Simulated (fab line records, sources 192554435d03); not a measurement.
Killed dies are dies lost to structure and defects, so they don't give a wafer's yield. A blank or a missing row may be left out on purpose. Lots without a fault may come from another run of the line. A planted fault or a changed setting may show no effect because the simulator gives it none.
fab line records | flow n5_finfet
record lots=6 wafers=18 last_day=19
route steps=1938 shown BEOL_M1@835 BEOL_M2@841 BEOL_M4@1111 PASSIVATION@1936
lots that met no fault: from a run of the same line without faults
start_h: hours from the record's first day to the start of the lot's first wafer shown | wait_h: hours since the lot's step before | " the same as in the row above | L1.1+2: a row that stands for several wafers | - no value, or no start given | * or withheld: withheld | < > ~ a bound
route shown NAME@n: a module of which the file shows steps, and the number in the route of the first | usual: mean/standard deviation of fault-free wafers | same: alike in all rows | chamber/n: place in a boat | sites: the reading at each site | _std_site: their standard deviation | _edge_site: outer sites' mean less inner sites' | radius_mm: how far each site lies from the wafer's centre | mask NAME#n: copy n | behind: the tool/chamber that last shaped the wafer | hold: why the lot was held/for how many hours/how that ended | device: the transistor (n, p or np) that didn't switch | end of line: the same wafers' tests at the end of the route | a step without rows: its recipe alone | killed: dies lost to structure and defects at the first sort, not the wafer's yield | map: a wafer's dies, x killed, . not, _ none there
set.NAME: the setting as run; set.NAME@STEP: as run at that earlier step | model.NAME: the simulator's own value behind a step, which no gauge read
lots at some steps of the route; a table a step, a row a wafer
services: from which hour (start_h, from the record's first day; less than 0 if before it) a tool's chamber was out of use, for how many hours, and why
## steps
# step N5_BEOL_M1_PRE_CLEAN_60
# recipe gas=NH3/H2 time_s=15 temp_c=* rf_power_w=300
# usual heater_power_w=81/5.4
# columns lot.wafer tool chamber start_h wait_h heater_power_w
L805.1 cvd_co-02 0 136.03 0.2 72
L805.2 " 1 " " 85
L805.4 " 1 " " 86
L808.2 cvd_co-02 2 150.99 0.0 83
L808.4 " 0 " " 73
L808.6 " 2 " " 85
L821.3 cvd_co-02 1 229.04 0.0 86
L821.5 " 1 " " 86
L821.6 " 0 " " 73
L820.3 cvd_co-02 0 231.08 0.3 76
L820.5 " 1 " " 83
L820.6 " 2 " " 87
L825.3 cvd_co-01 1 257.51 0.0 82
L825.4 " 2 " " 86
L825.6 " 1 " " 84
L827.1 cvd_co-02 1 274.66 0.2 86
L827.3 " 2 " " 85
L827.4 " 0 " " 74
# step N5_BEOL_M1_CO_CAP_55
# recipe material=Co target_thk_a=20 temp_c=200 precursor=CCTBA/H2 pressure_torr=30 time_s=102.1
# usual heater_power_w=230/7.3
# columns lot.wafer tool chamber start_h wait_h heater_power_w
L805.1 cvd_co-02 0 136.07 0.0 221
L805.2 " 1 " " 240
L805.4 " 1 " " 232
L808.2 cvd_co-02 2 151.03 0.0 240
L808.4 " 0 " " 220
L808.6 " 2 " " 225
L821.3 cvd_co-02 1 229.08 0.0 229
L821.5 " 1 " " 232
L821.6 " 0 " " 225
L820.3 cvd_co-02 0 231.12 0.0 226
L820.5 " 1 " " 235
L820.6 " 2 " " 234
L825.3 cvd_co-01 1 257.55 0.0 228
L825.4 " 2 " " 232
L825.6 " 1 " " 223
L827.1 cvd_co-02 1 274.70 0.0 238
L827.3 " 2 " " 233
L827.4 " 0 " " 226
# step N5_BEOL_M1_PRE_CLEAN_56
# recipe gas=NH3 time_s=15 temp_c=withheld rf_power_w=300
# step N5_BEOL_M1_DEP_57
# recipe material=SiCN target_thk_a=80 temp_c=withheld precursor=3MS/NH3 pressure_torr=3 rf_w=202 time_s=14
# step N5_BEOL_M1_RS_MEAS_58
# recipe thk_meas_gauge=four-point-probe reads=Co_of_BEOL_M1_CO_CAP_55+Cu_of_BEOL_M1_ECD_50+Co_of_BEOL_M1_CVD_47+TaN_of_BEOL_M1_ALD_84
# usual M1_RS=0.675/0.028
# columns lot.wafer tool chamber start_h wait_h M1_RS[ohm/sq]
L805.1 film_metro-01 - 136.25 0.0 0.705
L805.2 " - " " 0.735
L805.4 " - " " 0.637
L808.2 film_metro-01 - 151.21 0.1 0.658
L808.4 " - " " 0.644
L808.6 " - " " 0.647
L821.3 film_metro-02 - 229.26 0.1 0.744
L821.5 " - " " 0.688
L821.6 " - " " 0.713
L820.3 film_metro-01 - 231.30 0.1 0.650
L820.5 " - " " 0.650
L820.6 " - " " 0.638
L825.3 film_metro-01 - 257.73 0.1 0.638
L825.4 " - " " 0.643
L825.6 " - " " 0.673
L827.1 film_metro-02 - 274.88 0.0 0.725
L827.3 " - " " 0.708
L827.4 " - " " 0.679
# step N5_BEOL_M1_INSPECT_59
# recipe inspect_instrument=darkfield mode=post_dep
# usual raw_defect_count=70/23
# columns lot.wafer tool chamber start_h wait_h raw_defect_count
L805.1 defect_inspect-02 - 136.28 0.0 64
L805.2 " - " " 73
L805.4 " - " " 73
L808.2 defect_inspect-02 - 151.24 0.0 66
L808.4 " - " " 87
L808.6 " - " " 58
L821.3 defect_inspect-01 - 229.29 0.0 95
L821.5 " - " " 109
L821.6 " - " " 87
L820.3 defect_inspect-01 - 231.33 0.0 82
L820.5 " - " " 60
L820.6 " - " " 26
L825.3 defect_inspect-02 - 257.76 0.0 62
L825.4 " - " " 60
L825.6 " - " " 71
L827.1 defect_inspect-01 - 274.91 0.0 65
L827.3 " - " " 76
L827.4 " - " " 84
# step N5_BEOL_M2_ILD_DEP_00
# recipe material=SiOC target_thk_a=790 temp_c=350 precursor=DEMS/O2 pressure_torr=5 rf_w=500 time_s=15.3
# usual heater_power_w=444/65 showerhead_plenum_p_Torr=5.691/0.021 throttle_valve_pct=11.8/0.65
# columns lot.wafer tool chamber start_h wait_h heater_power_w showerhead_plenum_p_Torr throttle_valve_pct
L805.1 pecvd-02 1 136.32 0.0 629 5.673 11.6
L805.2 " 0 " " 402 5.691 11.6
L805.4 " 1 " " 622 5.690 11.6
L808.2 pecvd-03 2 151.28 0.0 462 5.710 11.3
L808.4 " 0 " " 444 5.648 11.6
L808.6 " 1 " " 509 5.690 12.3
L821.3 pecvd-02 0 229.32 0.0 439 5.689 11.9
L821.5 " 1 " " 575 5.663 11.7
L821.6 " 0 " " 445 5.708 11.8
L820.3 pecvd-03 1 231.38 0.1 503 5.706 12.2
L820.5 " 0 " " 463 5.632 11.8
L820.6 " 1 " " 519 5.698 12.1
L825.3 pecvd-04 1 257.80 0.0 464 5.667 11.4
L825.4 " 2 " " 424 5.693 11.2
L825.6 " 1 " " 464 5.684 11.4
L827.1 pecvd-04 0 274.94 0.0 415 5.697 13.4
L827.3 " 1 " " 398 5.664 11.3
L827.4 " 2 " " 455 5.708 11.4
# step N5_BEOL_M2_THK_MEAS_01
# recipe reads=SiOC_of_BEOL_M2_ILD_DEP_00
# usual M2_ILD_THK=78.8/1.1
# columns lot.wafer tool chamber start_h wait_h M2_ILD_THK[nm]
L805.1 film_metro-02 - 136.38 0.0 79.4
L805.2 " - " " 78.6
L805.4 " - " " 80.7
L808.2 film_metro-01 - 151.34 0.1 78.2
L808.4 " - " " 79.6
L808.6 " - " " 79.6
L821.3 film_metro-01 - 229.39 0.1 78.6
L821.5 " - " " 79.9
L821.6 " - " " 80.5
L820.3 film_metro-01 - 231.45 0.1 79.9
L820.5 " - " " 79.6
L820.6 " - " " 79.1
L825.3 film_metro-02 - 257.86 0.1 77.9
L825.4 " - " " 80.5
L825.6 " - " " 79.7
L827.1 film_metro-01 - 275.01 0.0 77.7
L827.3 " - " " 77.5
L827.4 " - " " 79.3
# step N5_BEOL_M2_PECVD_72
# recipe material=SiO2 target_thk_a=160 temp_c=400 precursor=TEOS/O2 pressure_torr=5.5 rf_w=450 teos_flow_sccm=53.8 gas=O2 flow_sccm=3000 time_s=18
# usual heater_power_w=687/78 showerhead_plenum_p_Torr=8.76/0.11 throttle_valve_pct=22.0/1.3
# columns lot.wafer tool chamber start_h wait_h heater_power_w showerhead_plenum_p_Torr throttle_valve_pct
L805.1 pecvd-04 1 136.42 0.0 689 8.64 20.9
L805.2 " 0 " " 619 8.82 24.7
L805.4 " 2 " " 683 8.84 20.8
L808.2 pecvd-04 2 151.38 0.0 647 8.84 20.6
L808.4 " 1 " " 695 8.66 21.1
L808.6 " 0 " " 646 8.82 24.7
L821.3 pecvd-02 2 229.43 0.0 504 8.79 22.3
L821.5 " 0 " " 694 8.80 21.8
L821.6 " 1 " " 888 8.72 22.0
L820.3 pecvd-03 2 231.49 0.0 762 8.88 20.2
L820.5 " 0 " " 777 8.56 22.4
L820.6 " 2 " " 780 8.89 20.2
L825.3 pecvd-04 1 257.90 0.0 680 8.66 21.2
L825.4 " 2 " " 654 8.85 20.9
L825.6 " 0 " " 600 8.80 24.7
L827.1 pecvd-03 2 275.05 0.0 731 8.86 20.3
L827.3 " 1 " " 711 8.81 22.8
L827.4 " 2 " " 719 8.88 20.2
# step N5_BEOL_M2_HM_DEP_02
# recipe material=TiN target_thk_a=200 temp_c=25 chamber_pressure_pa=0.49996
# usual throttle_valve_pct=29.7/0.94
# columns lot.wafer tool chamber start_h wait_h throttle_valve_pct
L805.1 pvd_sputter-01 - 138.24 1.8 30.3
L805.2 " - " " 29.8
L805.4 " - " " 29.8
L808.2 pvd_sputter-03 - 152.13 0.7 31.7
L808.4 " - " " 29.9
L808.6 " - " " 29.6
L821.3 pvd_sputter-02 - 230.58 1.1 28.6
L821.5 " - " " 28.4
L821.6 " - " " 29.9
L820.3 pvd_sputter-03 - 233.42 1.9 31.9
L820.5 " - " " 29.3
L820.6 " - " " 29.7
L825.3 pvd_sputter-03 - 259.12 1.2 29.5
L825.4 " - " " 29.4
L825.6 " - " " 29.7
L827.1 pvd_sputter-03 - 278.40 3.3 29.6
L827.3 " - " " 29.9
L827.4 " - " " 29.3
# step N5_BEOL_M2_COAT_61
# recipe resist=SOC temp_c=250 time_s=60 spin_rpm=1500 resist_thk_nm=60
# step N5_BEOL_M2_COAT_62
# recipe resist=SiARC temp_c=220 time_s=60 spin_rpm=1500 resist_thk_nm=12
# step N5_BEOL_M2_COAT_73
# recipe resist=underlayer temp_c=205 time_s=60 spin_rpm=1500 resist_thk_nm=5
# usual heater_power_total_W=391.7/1.3 plate_temp_C=205.02/0.15
# columns lot.wafer tool chamber start_h wait_h heater_power_total_W plate_temp_C
L805.1 litho_track-02 0 138.37 - 391.5 204.90
L805.2 " 0 " " 394.0 204.74
L805.4 " 0 " " 393.1 204.79
L808.2 litho_track-04 0 152.26 - 390.2 204.83
L808.4 " 0 " " 393.1 204.82
L808.6 " 0 " " 392.1 205.03
L821.3 litho_track-02 0 230.71 - 411.3 214.60
L821.5 " 0 " " 414.5 214.52
L821.6 " 0 " " 412.9 214.39
L820.3 litho_track-02 0 233.55 - 416.1 214.29
L820.5 " 0 " " 416.8 214.33
L820.6 " 0 " " 412.0 214.43
L825.3 litho_track-04 0 259.25 - 389.8 205.04
L825.4 " 0 " " 393.5 205.32
L825.6 " 0 " " 389.8 205.00
L827.1 litho_track-03 0 278.53 - 390.9 205.00
L827.3 " 0 " " 392.3 204.82
L827.4 " 0 " " 392.4 205.18
# step N5_BEOL_M2_COAT_05
# recipe resist=CAR-EUV spin_rpm=1500 resist_thk_nm=30
# step N5_BEOL_M4_RC_MEAS_101
# usual DIBL_N=36.1/1.3 DIBL_P=36.1/1.7 IOFF_N=0.154/0.022 IOFF_P=0.201/0.024 ION_N=675/8.9 ION_P=462/5.9 SS_N=71.5/0.49 SS_P=73.3/0.58 VT_N=250.0/2.7 VT_P=-251.3/2.7
# columns lot.wafer tool chamber start_h wait_h DIBL_N[mV/V] DIBL_P[mV/V] IOFF_N[nA/um] IOFF_P[nA/um] ION_N[uA/um] ION_P[uA/um] SS_N[mV/dec] SS_P[mV/dec] VT_N[mV] VT_P[mV]
L805.1 prober-02 0 169.76 0.0 35.1 35.5 0.153 0.191 684 458 72.4 73.8 250.7 -254.4
L805.2 " 0 " " 35.4 35.5 0.154 0.198 680 464 71.7 72.9 249.4 -253.2
L805.4 " 0 " " 34.4 34.2 0.135 0.179 664 452 71.8 73.6 252.4 -255.0
L808.2 prober-01 0 187.70 0.2 37.1 38.5 0.202 0.253 691 470 71.3 73.7 244.6 -247.1
L808.4 " 0 " " 34.2 35.0 0.140 0.193 679 466 71.2 73.2 252.5 -251.1
L808.6 " 0 " " 34.3 35.0 0.144 0.188 676 458 70.8 72.9 249.4 -250.9
L820.3 prober-01 0 263.21 0.3 37.4 39.3 0.179 0.223 669 462 72.0 74.1 250.0 -251.3
L820.5 " 0 " " 37.8 39.5 0.182 0.234 672 458 72.1 73.9 249.1 -248.8
L820.6 " 0 " " 37.1 38.9 0.172 0.217 679 462 71.7 73.5 251.0 -253.8
L821.3 prober-02 0 288.12 0.3 34.6 34.8 0.126 0.186 664 462 70.6 72.4 253.7 -249.7
L821.5 " 0 " " 35.8 36.2 0.148 0.204 667 465 71.1 73.4 251.6 -249.1
L821.6 " 0 " " 37.4 38.8 0.182 0.242 688 468 71.3 73.9 248.0 -248.0
L825.3 prober-01 0 294.16 0.3 37.5 38.4 0.182 0.222 683 464 71.7 73.4 245.1 -250.1
L825.4 " 0 " " 37.0 37.5 0.181 0.205 684 460 71.7 72.8 247.8 -250.5
L825.6 " 0 " " 37.1 37.4 0.180 0.210 685 463 71.2 73.5 246.4 -249.2
L827.1 prober-01 0 322.46 0.0 34.4 34.5 0.120 0.148 673 461 71.5 72.9 253.3 -257.6
L827.3 " 0 " " 37.1 37.9 0.162 0.182 677 459 71.4 73.9 248.8 -253.7
L827.4 " 0 " " 35.9 36.7 0.149 0.175 671 456 72.4 73.4 249.1 -255.6
# step N5_PASSIVATION_PROBE_49
# usual defect_limited_yield=90.9/1.3 killed_at_M0_to_M3=35/10 killed_at_M4_up=15/5.7 killed_at_contacts=14/6.4 killed_at_front_end=40/11 killed_at_other=4/3.1 killed_dies=108/16 killed_open=71/11 killed_short=34/7.7 sort_bin_5_function=5.4/0.9 sort_bin_6_memory=3.4/0.61 sort_n_pass=1072/16 sort_yield_pct=90.9/1.3
# same gross_dies=1180 killed_at_back_side=0 sort_bin_4_leakage[%]=0 sort_bin_8_speed[%]=0
# columns lot.wafer tool chamber start_h wait_h defect_limited_yield[%] killed_at_M0_to_M3 killed_at_M4_up killed_at_contacts killed_at_front_end killed_at_other killed_dies killed_open killed_short sort_bin_5_function[%] sort_bin_6_memory[%] sort_n_pass sort_yield_pct[%]
L805.1 prober-01 - 285.49 0.0 91.5 23 27 20 27 3 100 62 37 4.7 3.6 1080 91.5
L805.2 prober-01 - 285.54 0.1 90.9 42 18 4 38 5 107 63 44 5.0 3.6 1073 90.9
L805.4 prober-01 - 285.64 0.2 91.0 33 12 17 43 1 106 68 38 5.5 3.1 1074 91.0
L820.3 prober-01 - 369.69 0.1 91.9 44 11 6 32 2 95 65 30 4.7 2.9 1085 91.9
L820.5 prober-01 - 369.79 0.2 91.0 42 8 12 36 8 106 67 36 5.8 2.8 1074 91.0
L820.6 prober-01 - 369.84 0.3 91.5 31 11 15 39 4 100 63 34 5.0 3.1 1080 91.5
L821.3 prober-01 - 390.01 0.1 90.8 43 13 24 25 4 109 73 35 6.2 2.9 1071 90.8
L821.5 prober-01 - 390.11 0.2 92.4 23 17 18 29 3 90 51 37 4.5 2.4 1090 92.4
L821.6 prober-01 - 390.16 0.3 91.0 26 15 25 31 9 106 72 33 5.3 3.4 1074 91.0
L825.3 prober-02 - 404.46 0.1 91.0 38 12 12 40 4 106 64 35 4.4 3.7 1074 91.0
L825.4 prober-02 - 404.51 0.2 91.9 28 10 19 34 5 96 68 28 5.1 2.5 1084 91.9
L825.6 prober-02 - 404.61 0.3 91.6 35 11 12 40 1 99 61 37 4.2 3.7 1081 91.6
# killed by level:class
L805.1 MOL_CONTACT_COAG:geometric_particle:open=12 GATE_CUT:geometric_particle:short=8 MOL_CONTACT_COAG:geometric_particle:short=8 FIN_SAQP:geometric_particle:short=7 BEOL_M4:geometric_particle:open=7 BEOL_M5:geometric_particle:open=5 BEOL_M0_SAQP:geometric_particle:short=4 BEOL_M0_SAQP:geometric_particle:open=4
L805.2 BEOL_M0_SAQP:geometric_particle:short=14 STI_FIN_REVEAL:geometric_particle:open=10 BEOL_M0_SAQP:geometric_particle:open=9 BEOL_M4:geometric_particle:open=8 BEOL_M1:geometric_particle:open=7 FIN_SAQP:geometric_particle:short=6 FIN_SAQP:geometric_particle:open=6 STARTING-WAFER:geometric_particle:short=6
L805.4 MOL_CONTACT_COAG:geometric_particle:open=15 FIN_SAQP:geometric_particle:open=9 STI_FIN_REVEAL:geometric_particle:open=7 BEOL_M0_SAQP:geometric_particle:short=7 BEOL_M4:geometric_particle:open=7 FIN_SAQP:geometric_particle:short=6 GATE_CUT:geometric_particle:short=6 BEOL_M0_SAQP:geometric_particle:open=6
L820.3 BEOL_M2:geometric_particle:open=11 FIN_SAQP:geometric_particle:open=7 BEOL_M2:geometric_particle:short=7 BEOL_M4:geometric_particle:open=7 BEOL_M1:geometric_particle:open=6 DUMMY_GATE:geometric_particle:open=6 BEOL_M0_SAQP:geometric_particle:open=6 BEOL_M3:geometric_particle:open=5
L820.5 MOL_CONTACT_COAG:geometric_particle:open=10 BEOL_M2:geometric_particle:open=10 GATE_CUT:geometric_particle:short=7 FIN_SAQP:geometric_particle:open=6 BEOL_M0_SAQP:geometric_particle:open=6 BEOL_M0_SAQP:geometric_particle:short=6 STI_FIN_REVEAL:geometric_particle:open=5 BEOL_M0:geometric_particle:open=5
L820.6 MOL_CONTACT_COAG:geometric_particle:open=10 BEOL_M2:geometric_particle:open=9 FIN_SAQP:geometric_particle:open=8 GATE_CUT:geometric_particle:open=7 GATE_CUT:geometric_particle:short=6 BEOL_M3:geometric_particle:open=6 BEOL_M4:geometric_particle:open=6 FIN_SAQP:geometric_particle:short=5
L821.3 MOL_CONTACT_COAG:geometric_particle:open=21 BEOL_M0_SAQP:geometric_particle:open=10 BEOL_M0_SAQP:geometric_particle:short=8 BEOL_M2:geometric_particle:open=7 BEOL_M3:geometric_particle:open=5 BEOL_M5:geometric_particle:open=5 FIN_SAQP:geometric_particle:short=4 BEOL_M1:geometric_particle:open=4
L821.5 MOL_CONTACT_COAG:geometric_particle:open=15 FIN_SAQP:geometric_particle:open=7 BEOL_M4:geometric_particle:short=7 BEOL_M2:geometric_particle:open=6 BEOL_M0_SAQP:geometric_particle:short=6 FIN_SAQP:geometric_particle:short=5 ILD0:geometric_particle:short=4 STARTING-WAFER:geometric_particle:short=4
L821.6 MOL_CONTACT_COAG:geometric_particle:open=19 FIN_SAQP:geometric_particle:short=10 MOL_CONTACT_COAG:geometric_particle:short=6 BEOL_M3:geometric_particle:open=6 BEOL_M4:geometric_particle:open=6 FIN_SAQP:geometric_particle:open=5 BEOL_M0_SAQP:geometric_particle:short=5 BEOL_M0_SAQP:geometric_particle:open=5
L825.3 MOL_CONTACT_COAG:geometric_particle:open=9 BEOL_M0:geometric_particle:open=7 BEOL_M2:geometric_particle:open=7 BEOL_M3:geometric_particle:open=7 HKMG_FIN:area_etch=7 ILD0:geometric_particle:open=6 FIN_SAQP:geometric_particle:short=5 GATE_CUT:geometric_particle:short=5
L825.4 MOL_CONTACT_COAG:geometric_particle:open=16 BEOL_M1:geometric_particle:open=7 GATE_CUT:geometric_particle:short=6 BEOL_M4:geometric_particle:open=6 FIN_SAQP:geometric_particle:open=5 DUMMY_GATE:geometric_particle:open=5 BEOL_M2:geometric_particle:open=5 STI_FIN_REVEAL:geometric_particle:open=4
L825.6 MOL_CONTACT_COAG:geometric_particle:open=10 BEOL_M1:geometric_particle:open=9 FIN_SAQP:geometric_particle:short=8 DUMMY_GATE:geometric_particle:open=8 BEOL_M4:geometric_particle:open=8 FIN_SAQP:geometric_particle:open=6 BEOL_M0_SAQP:geometric_particle:short=6 DUMMY_GATE:geometric_particle:short=5
## services
# columns tool chamber start_h hours kind
cvd_co-01 1 114.74 - clean
cvd_co-01 1 114.74 22.0 scheduled_down
cvd_co-01 1 114.74 22.0 vent_cycle
cvd_co-02 - 144.26 3.0 repair
cvd_co-01 - 147.27 6.0 pm
cvd_co-01 2 167.15 10.9 repair
cvd_co-01 1 167.27 34.5 repair
pvd_sputter-02 - 174.26 5.0 repair
pecvd-03 1 175.64 10.2 repair
cvd_co-02 - 178.10 0.3 repair
litho_track-02 - 180.95 - consumable_replace:filter
pecvd-02 - 181.53 0.9 repair
pecvd-04 2 191.22 5.5 scheduled_down
cvd_co-01 - 202.00 3.4 repair
pecvd-03 2 202.38 - clean
pecvd-03 2 202.38 - consumable_replace:showerhead
pecvd-03 2 202.38 29.0 scheduled_down
pecvd-03 2 202.38 29.0 vent_cycle
pecvd-02 - 229.79 2.9 repair
pecvd-02 1 242.70 - clean
pecvd-02 1 242.70 29.5 scheduled_down
pecvd-02 1 242.70 29.5 vent_cycle
pecvd-04 - 247.94 0.7 repair
pecvd-02 1 272.20 5.5 scheduled_down
## key
first_sign step=N5_BEOL_M2_COAT_73 reading=plate_temp_C direction=up sigmas=64 usual=* struck=*
effect step=N5_BEOL_M2_COAT_73 reading=heater_power_total_W direction=up sigmas=17 usual=* struck=*
met_at N5_BEOL_M2_COAT_73
struck_wafers L820.3,L820.5,L820.6,L821.3,L821.5,L821.6
onset_between 138.37 230.71
fault kind=process_parameter_drift tool=litho_track-02 chamber=- onset_h=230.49 steps=N5_BEOL_M2_COAT_73 channel=temp_c offset=* shape=step end_h=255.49 acts_in=* stated=*
